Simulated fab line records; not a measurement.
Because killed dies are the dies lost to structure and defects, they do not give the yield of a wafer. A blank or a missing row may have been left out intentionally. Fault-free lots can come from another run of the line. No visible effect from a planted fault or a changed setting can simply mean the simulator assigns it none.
Chamber matching + flow n5_finfet + N5_ILD0_CMP_03 on cmp-03: 4 sister chambers
The step polishes, stops on SiNx, t overpolish 1.9 s, target thk 197.38 nm. 8 wafers are shown with their chamber, then 7 later ones without.

## WAFERS, EACH WITH ITS CHAMBER
| wafer  | chamber | motor_current_A (A) | time_to_endpoint_s (s) |
|--------|---------|---------------------|------------------------|
| L080.1 | 1       | 11.9                | 71                     |
| L081.2 | 0       | 13.2                | 77                     |
| L081.3 | 3       | 12.8                | 73                     |
| L081.4 | 1       | 11.9                | 73                     |
| L082.3 | 2       | 12.9                | 75                     |
| L083.1 | 2       | 13.2                | 74                     |
| L083.3 | 3       | 12.9                | 80                     |
| L084.3 | 0       | 13.5                | 78                     |

## WAFERS MISSING THEIR CHAMBER
| wafer  | motor_current_A (A) | time_to_endpoint_s (s) |
|--------|---------------------|------------------------|
| L087.1 | 13.9                | 79                     |
| L087.2 | 13.5                | 71                     |
| L088.1 | 13.1                | 74                     |
| L088.3 | 13.5                | 78                     |
| L090.4 | 13.6                | 73                     |
| L091.2 | 11.5                | 78                     |
| L091.4 | 13.9                | 82                     |

## THE CHAMBER EACH PASSED THROUGH
| wafer  | from the rows above          | in truth |
|--------|------------------------------|----------|
| L087.1 | 0                            | 0        |
| L087.2 | can't be placed: 0 or 2      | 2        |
| L088.1 | can't be placed: 2 or 3 or 0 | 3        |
| L088.3 | 0                            | 0        |
| L090.4 | can't be placed: 0 or 2      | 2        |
| L091.2 | 1                            | 1        |
| L091.4 | 0                            | 0        |
Placed correctly: 4 of 7. From these rows, 3 cannot be placed; in 3 the true chamber is one of the candidates. Number placed wrongly: 0.
How it was worked out, from the rows above alone: a wafer's distance from a chamber is the root of the sum, over the readings, of the square of ((its reading less the chamber's mean) divided by the reading's scatter). If the next closest chamber is less than 2 further off than the closest, the wafer can't be placed; otherwise it belongs to the closest. A chamber's mean is the mean of its shown wafers. The scatter is the square root of a quotient: the sum, over the shown wafers, of each reading's squared deviation from its chamber's mean, divided by wafers minus chambers.
